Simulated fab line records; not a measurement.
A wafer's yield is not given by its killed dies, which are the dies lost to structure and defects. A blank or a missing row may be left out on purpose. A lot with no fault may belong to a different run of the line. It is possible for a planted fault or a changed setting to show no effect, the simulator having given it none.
fab line records	flow n5-finfet	part 1 of 2: steps 1 to 20 of 29
record lots=5	wafers=15	last-day=16
route steps=1938 shown PMOS_HMC_CHANNEL_EPI@70 FIN_SAQP@90
lots that met no fault: from a run of the same line without faults
start-h: start of the lot's first displayed wafer, in hours after the record's first day	wait-h: hours from the lot's prior step to this one	" unchanged from the row above	L1.1+2: one row covering several wafers at once	- no value present, or no start provided	* or withheld: withheld	< > ~ a bound
route shown NAME@n: NAME is a module with steps in the file, n the number in the route of the first one	usual: mean and standard deviation over wafers with no fault	same: alike in all rows	chamber/n: place in a boat	sites: each site's reading	_std_site: their standard deviation	_edge_site: mean of outer sites minus mean of inner sites	radius-mm: how far each site lies from the wafer's centre	mask NAME#n: copy n	behind: tool/chamber where the wafer was last shaped	hold: reason for holding the lot/hours on hold/outcome of the hold	device: whichever transistor did not switch (one of n, p or np)	end of line: the same wafers' tests at the end of the route	a step with no rows: only its recipe	killed: count of dies lost to structure and defects at first sort (not the wafer's yield)	map: dies across one wafer; x = killed, . = not, _ = none there
set.NAME: the setting as run; set.NAME@STEP: as run at that earlier step	model.NAME: the simulator's own value behind a step, which no gauge read
lots seen at some steps along the route; tables by step, rows by wafer
services: the hour from which a tool's chamber was out of use, counted from the record's first day as start-h (under 0 if before that day), plus the number of hours and why
## steps
# step N5_PMOS_HMC_CHANNEL_EPI_HM_OPEN_15
# recipe chemistry=CHF3/O2	target=SiO2	mask-material=CAR-ArF-block	target-depth-a=406	CHF3_flow_sccm=50	O2_flow_sccm=5	Ar_flow_sccm=200	time-s=20.3	pressure-mtorr=30	source-w=650	bias-w=170	ion-energy-ev=200
# usual chamber-pressure-mTorr=29.999/0.029	drypump-motor-current-A=5.7/0.53	oes_f_703_au=0.80/0.079	oes-product-au=0.80/0.081	rf-vpp-V=524/10	showerhead-plenum-p-Torr=2.43/0.062	throttle-valve-pct=18.84/0.15
# same time-s=20.3
lot.wafer	tool	chamber	start-h	wait-h	chamber-pressure-mTorr	drypump-motor-current-A	oes_f_703_au	oes-product-au	rf-hours-counter-h	rf-vpp-V	showerhead-plenum-p-Torr	throttle-valve-pct
L076.3	rie-diel-05	0	29.21	0.0	29.992	5.6	0.76	0.74	161	512	2.40	18.95
L076.4	"	1	"	"	30.029	6.5	0.70	0.70	216	534	2.38	18.96
L076.6	"	1	"	"	30.047	6.5	0.69	0.69	-	535	2.38	18.97
L083.2	rie-diel-03	3	71.64	0.0	30.020	5.1	0.86	0.86	54	515	2.55	18.82
L083.3	"	0	"	"	30.044	5.5	0.78	0.78	129	535	2.40	18.61
L083.4	"	1	"	"	30.002	5.4	0.97	0.97	4	503	2.38	18.64
L084.2	rie-diel-05	1	77.29	0.0	29.991	6.5	0.68	0.69	232	534	2.38	18.99
L084.4	"	3	"	"	30.036	6.1	0.80	0.81	115	532	2.42	18.74
L084.5	"	0	"	"	29.988	5.6	0.76	0.73	-	512	2.40	18.98
L087.1	rie-diel-05	3	95.57	0.0	30.004	6.1	0.79	0.79	121	531	2.42	18.74
L087.2	"	2	"	"	29.998	4.9	0.92	0.92	22	517	2.48	18.78
L087.4	"	1	"	"	30.022	6.5	0.68	0.69	238	535	2.37	19.02
L089.2	rie-diel-03	1	108.26	0.0	29.993	5.4	0.94	0.93	15	504	2.37	18.66
L089.5	"	1	"	"	29.995	5.4	0.94	0.94	-	504	2.37	18.64
L089.6	"	0	"	"	30.015	5.5	0.78	0.77	-	537	2.40	18.63
# step N5_PMOS_HMC_CHANNEL_EPI_STRIP_33
# recipe chemistry=N2/H2	power-w=500	temp-c=40	pressure-mtorr=50	rf-frequency-hz=6e+07	overash-fraction=0.3	bias-power-w=8	h2-frac=0.5	n2-flow-sccm=300	h2-flow-sccm=300
# usual chamber-pressure-mTorr=49.99/0.087	drypump-motor-current-A=5.7/0.53	oes-product-au=0.80/0.081	rf-vpp-V=54.2/1.6	showerhead-plenum-p-Torr=3.38/0.081	temp-c=39.98/0.1	throttle-valve-pct=18.9/0.43
lot.wafer	tool	chamber	start-h	wait-h	chamber-pressure-mTorr	drypump-motor-current-A	oes-product-au	rf-hours-counter-h	rf-vpp-V	showerhead-plenum-p-Torr	temp-c	throttle-valve-pct
L076.3	rie-diel-05	0	29.26	0.0	49.89	5.6	0.74	161	53.4	3.35	40.10	18.8
L076.4	"	1	"	"	49.76	6.5	0.69	216	53.5	3.32	39.96	19.1
L076.6	"	1	"	"	49.85	6.5	0.69	-	54.6	3.32	39.98	19.1
L083.2	rie-diel-03	3	71.69	0.0	49.89	5.1	0.85	54	56.1	3.55	40.15	19.0
L083.3	"	0	"	"	49.93	5.5	0.78	129	55.6	3.38	40.01	18.6
L083.4	"	1	"	"	49.97	5.4	0.97	4	51.7	3.28	39.99	18.1
L084.2	rie-diel-05	1	77.35	0.0	50.03	6.5	0.68	232	52.2	3.31	39.86	19.1
L084.4	"	3	"	"	50.18	6.1	0.80	115	54.3	3.39	39.92	19.3
L084.5	"	0	"	"	50.02	5.6	0.72	-	54.6	3.34	39.92	18.9
L087.1	rie-diel-05	3	95.63	0.0	50.05	6.1	0.79	121	52.9	3.39	39.96	19.3
L087.2	"	2	"	"	50.03	4.8	0.91	22	55.5	3.43	40.09	18.3
L087.4	"	1	"	"	49.89	6.5	0.69	238	54.1	3.30	40.07	19.1
L089.2	rie-diel-03	1	108.32	0.0	50.06	5.3	0.96	15	54.3	3.27	39.87	18.2
L089.5	"	1	"	"	49.98	5.4	0.94	-	52.6	3.27	40.03	18.1
L089.6	"	0	"	"	50.17	5.4	0.77	-	53.5	3.37	39.83	18.6
# step N5_PMOS_HMC_CHANNEL_EPI_STRIP_17
# recipe chemistry=SPM	time-s=750	temp-c=130	h2so4-h2o2-vol-ratio=4	dry=ipa-marangoni
# usual temp-c=129.99/0.12
# same time-s=750
lot.wafer	tool	chamber	start-h	wait-h	temp-c
L076.3	wet-bench-04	1	29.33	-	129.91
L076.4	"	0	"	"	129.97
L076.6	"	3	"	"	130.06
L083.2	wet-bench-04	3	71.76	-	129.92
L083.3	"	1	"	"	130.09
L083.4	"	5	"	"	129.91
L084.2	wet-bench-04	2	77.42	-	130.10
L084.4	"	5	"	"	129.99
L084.5	"	6	"	"	130.12
L087.1	wet-bench-04	7	95.69	-	130.05
L087.2	"	5	"	"	130.03
L087.4	"	4	"	"	130.02
L089.2	wet-bench-06	2	108.38	-	130.13
L089.5	"	3	"	"	129.95
L089.6	"	6	"	"	129.81
# step N5_PMOS_HMC_CHANNEL_EPI_ETCH_38
# recipe chemistry=CF4	target=SiO2	target-depth-a=15	ion-energy-ev=350	pressure-mtorr=10	icp-w=800	bias-w=400	cf4-flow-sccm=80
# usual chamber-pressure-mTorr=10.000/0.0086	drypump-motor-current-A=5.7/0.48	oes-product-au=0.990/0.025	throttle-valve-pct=21.71/0.19
lot.wafer	tool	chamber	start-h	wait-h	chamber-pressure-mTorr	drypump-motor-current-A	oes-product-au	rf-hours-counter-h	throttle-valve-pct
L076.3	rie-si-06	2	29.57	0.0	10.005	4.9	1.008	46	21.73
L076.4	"	3	"	"	9.996	5.1	0.963	179	21.83
L076.6	"	3	"	"	10.008	5.1	0.954	-	21.83
L083.2	rie-si-04	2	72.00	0.0	10.010	5.4	0.959	165	21.46
L083.3	"	1	"	"	9.993	6.0	1.017	2	21.61
L083.4	"	3	"	"	10.004	6.4	1.002	175	21.53
L084.2	rie-si-04	2	77.65	0.0	9.993	5.4	0.981	165	21.49
L084.4	"	0	"	"	9.985	6.0	0.999	156	22.01
L084.5	"	0	"	"	9.984	6.0	1.014	-	22.00
L087.1	rie-si-06	1	95.93	0.0	10.001	6.0	0.959	153	21.85
L087.2	"	0	"	"	10.011	5.5	1.000	1	21.94
L087.4	"	3	"	"	9.997	5.1	0.959	180	21.85
L089.2	rie-si-04	2	108.62	0.0	10.011	5.4	0.974	166	21.48
L089.5	"	0	"	"	9.997	6.1	1.003	-	22.00
L089.6	"	3	"	"	10.012	6.4	1.005	-	21.52
# step N5_PMOS_HMC_CHANNEL_EPI_FIN_RECESS_16
# recipe chemistry=HBr/Cl2	target=Si	mask-material=SiO2	target-depth-a=540	time-s=18	pressure-mtorr=10	icp-w=800	bias-w=75	HBr_flow_sccm=150	Cl2_flow_sccm=80
# usual chamber-pressure-mTorr=10.001/0.01	drypump-motor-current-A=5.7/0.48	oes-product-au=0.992/0.022	throttle-valve-pct=35.4/0.31
# same time-s=18
lot.wafer	tool	chamber	start-h	wait-h	chamber-pressure-mTorr	drypump-motor-current-A	oes-product-au	rf-hours-counter-h	throttle-valve-pct
L076.3	rie-si-06	2	29.59	0.0	10.016	4.9	1.015	46	35.3
L076.4	"	3	"	"	9.993	5.1	0.969	179	35.7
L076.6	"	3	"	"	10.009	5.1	0.975	-	35.7
L083.2	rie-si-04	2	72.02	0.0	9.983	5.4	0.965	165	35.0
L083.3	"	1	"	"	10.004	6.0	1.020	2	35.3
L083.4	"	3	"	"	10.011	6.5	1.007	175	34.8
L084.2	rie-si-04	2	77.67	0.0	10.000	5.4	0.968	165	34.9
L084.4	"	0	"	"	10.011	6.0	1.004	156	35.7
L084.5	"	0	"	"	9.996	6.0	1.015	-	35.7
L087.1	rie-si-06	1	95.95	0.0	10.008	6.0	0.955	153	35.7
L087.2	"	0	"	"	10.004	5.6	0.997	1	35.6
L087.4	"	3	"	"	9.991	5.0	0.963	180	35.8
L089.2	rie-si-04	2	108.64	0.0	10.013	5.4	0.975	166	34.9
L089.5	"	0	"	"	10.009	6.0	1.011	-	35.7
L089.6	"	3	"	"	9.987	6.4	1.010	-	34.8
# step N5_PMOS_HMC_CHANNEL_EPI_PRECLEAN_36
# recipe chemistry=O3/DIW	time-s=45	temp-c=22	o3-ppm=10
# usual temp-c=21.99/0.1
# same time-s=45
lot.wafer	tool	chamber	start-h	wait-h	temp-c
L076.3	wet-bench-06	6	29.69	0.1	21.88
L076.4	"	5	"	"	21.90
L076.6	"	2	"	"	21.98
L083.2	wet-bench-05	2	72.12	0.1	21.68
L083.3	"	6	"	"	21.97
L083.4	"	1	"	"	21.86
L084.2	wet-bench-05	6	77.77	0.1	21.95
L084.4	"	4	"	"	22.04
L084.5	"	3	"	"	22.07
L087.1	wet-bench-06	0	96.05	0.1	22.06
L087.2	"	6	"	"	21.97
L087.4	"	1	"	"	21.99
L089.2	wet-bench-04	2	108.74	0.1	21.94
L089.5	"	1	"	"	21.90
L089.6	"	5	"	"	22.11
# step N5_PMOS_HMC_CHANNEL_EPI_PRECLEAN_18
# recipe chemistry=DHF	time-s=30	temp-c=25	dilution=withheld
# usual temp-c=25.00/0.11
# same time-s=30
lot.wafer	tool	chamber	start-h	wait-h	temp-c
L076.3	wet-bench-06	6	29.70	0.0	25.11
L076.4	"	5	"	"	24.97
L076.6	"	2	"	"	24.77
L083.2	wet-bench-05	2	72.13	0.0	24.90
L083.3	"	6	"	"	24.97
L083.4	"	1	"	"	25.18
L084.2	wet-bench-05	6	77.79	0.0	25.06
L084.4	"	4	"	"	24.74
L084.5	"	3	"	"	24.95
L087.1	wet-bench-06	0	96.06	0.0	24.99
L087.2	"	6	"	"	25.02
L087.4	"	1	"	"	25.06
L089.2	wet-bench-04	2	108.75	0.0	24.93
L089.5	"	1	"	"	25.08
L089.6	"	5	"	"	25.15
# step N5_PMOS_HMC_CHANNEL_EPI_SRD_19
# recipe dry=ipa-marangoni	do-ppb=5	time-s=30	temp-c=23	rinse-liquid=diw
# usual temp-c=23.00/0.12
# same time-s=30
lot.wafer	tool	chamber	start-h	wait-h	temp-c
L076.3	wet-bench-06	6	29.71	0.0	23.10
L076.4	"	5	"	"	23.12
L076.6	"	2	"	"	23.03
L083.2	wet-bench-05	2	72.14	0.0	23.06
L083.3	"	6	"	"	22.97
L083.4	"	1	"	"	23.15
L084.2	wet-bench-05	6	77.79	0.0	23.21
L084.4	"	4	"	"	23.13
L084.5	"	3	"	"	22.83
L087.1	wet-bench-06	0	96.07	0.0	22.95
L087.2	"	6	"	"	23.05
L087.4	"	1	"	"	22.92
L089.2	wet-bench-04	2	108.76	0.0	23.14
L089.5	"	1	"	"	22.94
L089.6	"	5	"	"	23.13
# step N5_PMOS_HMC_CHANNEL_EPI_EPI_20
# recipe material=SiGe30	mask-material=SiO2	pressure-torr=20	target-thk-a=590	temp-c=600
lot.wafer	tool	chamber	start-h	wait-h
L076.3+4+6	epi-rpcvd-04	0	30.16	0.4
L083.2+3+4	epi-rpcvd-01	0	72.39	0.2
L084.2+4+5	epi-rpcvd-03	0	78.11	0.3
L087.1+2+4	epi-rpcvd-04	0	96.12	0.0
L089.2+5+6	epi-rpcvd-01	0	109.01	0.2
# step N5_PMOS_HMC_CHANNEL_EPI_HM_STRIP_35
# recipe chemistry=dHF	temp-c=25	material=SiO2	target=SiO2	target-depth-a=396	time-s=216
# usual temp-c=25.00/0.1
# same time-s=216
lot.wafer	tool	chamber	start-h	wait-h	temp-c
L076.3	wet-bench-04	3	31.01	0.7	25.20
L076.4	"	5	"	"	24.86
L076.6	"	6	"	"	25.02
L083.2	wet-bench-05	2	73.42	0.8	25.04
L083.3	"	1	"	"	24.78
L083.4	"	0	"	"	25.02
L084.2	wet-bench-05	0	79.48	1.1	24.98
L084.4	"	5	"	"	25.19
L084.5	"	1	"	"	25.17
L087.1	wet-bench-04	1	97.35	1.0	25.06
L087.2	"	6	"	"	25.03
L087.4	"	3	"	"	25.13
L089.2	wet-bench-05	1	110.04	0.8	25.03
L089.5	"	5	"	"	25.11
L089.6	"	4	"	"	24.96
# step N5_PMOS_HMC_CHANNEL_EPI_SRD_39
# recipe dry=ipa-marangoni	time-s=30	temp-c=23	rinse-liquid=diw
# usual temp-c=22.99/0.11
# same time-s=30
lot.wafer	tool	chamber	start-h	wait-h	temp-c
L076.3	wet-bench-04	3	31.07	0.0	22.86
L076.4	"	5	"	"	22.91
L076.6	"	6	"	"	23.05
L083.2	wet-bench-05	2	73.48	0.0	22.77
L083.3	"	1	"	"	22.97
L083.4	"	0	"	"	23.05
L084.2	wet-bench-05	0	79.54	0.0	23.19
L084.4	"	5	"	"	22.88
L084.5	"	1	"	"	23.19
L087.1	wet-bench-04	1	97.42	0.0	22.81
L087.2	"	6	"	"	23.33
L087.4	"	3	"	"	23.00
L089.2	wet-bench-05	1	110.11	0.0	22.91
L089.5	"	5	"	"	23.02
L089.6	"	4	"	"	22.99
# step N5_PMOS_HMC_CHANNEL_EPI_CMP_21
# recipe material=SiGe30	post-cmp-clean=alkaline-brush	target-thk-nm=54
# usual motor-current-A=12.1/0.98
lot.wafer	tool	chamber	start-h	wait-h	motor-current-A
L076.3	cmp-03	2	31.25	0.2	10.0
L076.4	"	0	"	"	11.3
L076.6	"	3	"	"	12.3
L083.4	cmp-02	2	73.52	0.0	12.4
L083.2	"	3	"	"	11.5
L083.3	"	0	"	"	12.1
L084.2	cmp-01	0	79.58	0.0	15.2
L084.4	"	1	"	"	12.2
L084.5	"	0	"	"	14.8
L087.1	cmp-02	1	97.49	0.1	12.7
L087.2	"	2	"	"	12.3
L087.4	"	3	"	"	11.9
L089.2	cmp-01	3	110.18	0.1	12.6
L089.5	"	2	"	"	11.8
L089.6	"	3	"	"	12.6
# step N5_PMOS_HMC_CHANNEL_EPI_THK_MEAS_22
# recipe reads=SiGe30_of_PMOS_HMC_CHANNEL_EPI_EPI_20
# usual HMC_CMP_THK=53.6/0.88
lot.wafer	tool	chamber	start-h	wait-h	HMC_CMP_THK[nm]
L076.3	film-metro-02	-	31.55	-	53.4
L076.4	"	-	"	"	52.9
L076.6	"	-	"	"	52.8
L083.2	film-metro-02	-	73.82	-	52.8
L083.3	"	-	"	"	54.9
L083.4	"	-	"	"	52.9
L084.2	film-metro-01	-	79.88	-	53.0
L084.4	"	-	"	"	52.8
L084.5	"	-	"	"	52.7
L087.1	film-metro-02	-	97.75	-	52.7
L087.2	"	-	"	"	54.0
L087.4	"	-	"	"	52.2
L089.2	film-metro-02	-	110.44	-	53.4
L089.5	"	-	"	"	53.0
L089.6	"	-	"	"	52.7
# step N5_PMOS_HMC_CHANNEL_EPI_PRECLEAN_40
# recipe chemistry=DHF	time-s=30	temp-c=25	dilution=withheld
# usual temp-c=25.00/0.1
# same time-s=30
lot.wafer	tool	chamber	start-h	wait-h	temp-c
L076.3	wet-bench-05	4	31.57	0.0	25.01
L076.4	"	7	"	"	24.96
L076.6	"	0	"	"	24.90
L083.2	wet-bench-06	7	73.85	0.0	25.18
L083.3	"	0	"	"	24.95
L083.4	"	5	"	"	25.04
L084.2	wet-bench-04	4	79.90	0.0	24.90
L084.4	"	3	"	"	25.17
L084.5	"	6	"	"	24.93
L087.1	wet-bench-05	0	97.78	0.0	24.95
L087.2	"	5	"	"	25.06
L087.4	"	6	"	"	25.14
L089.2	wet-bench-05	4	110.47	0.0	24.97
L089.5	"	5	"	"	25.08
L089.6	"	3	"	"	25.06
# step N5_PMOS_HMC_CHANNEL_EPI_PRECLEAN_37
# recipe chemistry=O3/DIW	time-s=45	temp-c=22	o3-ppm=10
# usual temp-c=21.99/0.097
# same time-s=45
lot.wafer	tool	chamber	start-h	wait-h	temp-c
L076.3	wet-bench-05	4	31.58	0.0	21.83
L076.4	"	7	"	"	22.22
L076.6	"	0	"	"	21.88
L083.2	wet-bench-06	7	73.86	0.0	22.05
L083.3	"	0	"	"	21.80
L083.4	"	5	"	"	22.02
L084.2	wet-bench-04	4	79.92	0.0	21.93
L084.4	"	3	"	"	21.95
L084.5	"	6	"	"	22.11
L087.1	wet-bench-05	0	97.79	0.0	21.99
L087.2	"	5	"	"	22.06
L087.4	"	6	"	"	22.11
L089.2	wet-bench-05	4	110.48	0.0	21.94
L089.5	"	5	"	"	21.75
L089.6	"	3	"	"	21.99
# step N5_PMOS_HMC_CHANNEL_EPI_PRECLEAN_24
# recipe chemistry=DHF	time-s=30	temp-c=25	dilution=withheld
# usual temp-c=25.01/0.098
# same time-s=30
lot.wafer	tool	chamber	start-h	wait-h	temp-c
L076.3	wet-bench-05	4	31.60	0.0	25.10
L076.4	"	7	"	"	25.00
L076.6	"	0	"	"	25.14
L083.2	wet-bench-06	7	73.87	0.0	24.85
L083.3	"	0	"	"	24.98
L083.4	"	5	"	"	25.06
L084.2	wet-bench-04	4	79.93	0.0	25.10
L084.4	"	3	"	"	25.13
L084.5	"	6	"	"	24.98
L087.1	wet-bench-05	0	97.80	0.0	24.97
L087.2	"	5	"	"	24.85
L087.4	"	6	"	"	25.02
L089.2	wet-bench-05	4	110.49	0.0	24.94
L089.5	"	5	"	"	25.08
L089.6	"	3	"	"	25.10
# step N5_PMOS_HMC_CHANNEL_EPI_SRD_25
# recipe dry=ipa-marangoni	do-ppb=5	time-s=30	temp-c=23	rinse-liquid=diw
# usual temp-c=22.99/0.11
# same time-s=30
lot.wafer	tool	chamber	start-h	wait-h	temp-c
L076.3	wet-bench-05	4	31.61	0.0	23.16
L076.4	"	7	"	"	22.82
L076.6	"	0	"	"	22.91
L083.2	wet-bench-06	7	73.88	0.0	22.93
L083.3	"	0	"	"	23.10
L083.4	"	5	"	"	22.98
L084.2	wet-bench-04	4	79.94	0.0	22.84
L084.4	"	3	"	"	23.07
L084.5	"	6	"	"	23.07
L087.1	wet-bench-05	0	97.81	0.0	23.14
L087.2	"	5	"	"	23.04
L087.4	"	6	"	"	22.84
L089.2	wet-bench-05	4	110.50	0.0	22.93
L089.5	"	5	"	"	23.12
L089.6	"	3	"	"	22.98
# step N5_PMOS_HMC_CHANNEL_EPI_EPI_26
# recipe material=Si	target-thk-a=38	temp-c=650	precursor=SiH4/H2	pressure-torr=20	time-s=22.7
# usual throttle-valve-pct=11.2/0.3
# same time-s=22.7
lot.wafer	tool	chamber	start-h	wait-h	throttle-valve-pct
L076.3	epi-rpcvd-01	0	31.76	0.1	11.3
L076.4	"	0	"	"	11.5
L076.6	"	0	"	"	11.4
L083.2	epi-rpcvd-04	0	73.98	0.1	10.9
L083.3	"	0	"	"	11.0
L083.4	"	0	"	"	11.1
L084.2	epi-rpcvd-01	0	80.04	0.1	11.7
L084.4	"	0	"	"	11.5
L084.5	"	0	"	"	11.5
L087.1	epi-rpcvd-01	0	97.86	0.0	11.4
L087.2	"	0	"	"	11.5
L087.4	"	0	"	"	11.2
L089.2	epi-rpcvd-03	0	110.61	0.1	10.8
L089.5	"	0	"	"	10.8
L089.6	"	0	"	"	11.0
# step N5_PMOS_HMC_CHANNEL_EPI_INSPECT_30
# recipe inspect-instrument=darkfield	mode=post-epi
# usual raw-defect-count=18/6.3
lot.wafer	tool	chamber	start-h	wait-h	raw-defect-count
L076.3	defect-inspect-02	-	32.03	0.0	34
L076.4	"	-	"	"	16
L076.6	"	-	"	"	20
L083.2	defect-inspect-02	-	74.30	0.0	11
L083.3	"	-	"	"	8
L083.4	"	-	"	"	14
L084.2	defect-inspect-02	-	80.36	0.0	27
L084.4	"	-	"	"	26
L084.5	"	-	"	"	25
L087.1	defect-inspect-02	-	98.23	0.0	21
L087.2	"	-	"	"	14
L087.4	"	-	"	"	14
L089.2	defect-inspect-02	-	111.02	0.0	15
L089.5	"	-	"	"	19
L089.6	"	-	"	"	17
# step N5_FIN_SAQP_PRECLEAN_42
# recipe chemistry=O3/DIW	time-s=60	temp-c=22	o3-ppm=10
# usual temp-c=22.00/0.1
# same time-s=60
lot.wafer	tool	chamber	start-h	wait-h	temp-c
L076.3	wet-bench-02	5	32.06	0.0	22.02
L076.4	"	0	"	"	21.90
L076.6	"	4	"	"	22.15
L083.2	wet-bench-03	6	74.32	0.0	22.15
L083.3	"	5	"	"	21.87
L083.4	"	4	"	"	22.06
L084.2	wet-bench-01	3	80.38	0.0	22.03
L084.4	"	5	"	"	22.07
L084.5	"	4	"	"	22.15
L087.1	wet-bench-03	7	98.28	0.0	22.18
L087.2	"	5	"	"	21.92
L087.4	"	0	"	"	21.96
L089.2	wet-bench-03	0	111.05	0.0	22.04
L089.5	"	6	"	"	21.99
L089.6	"	5	"	"	21.92
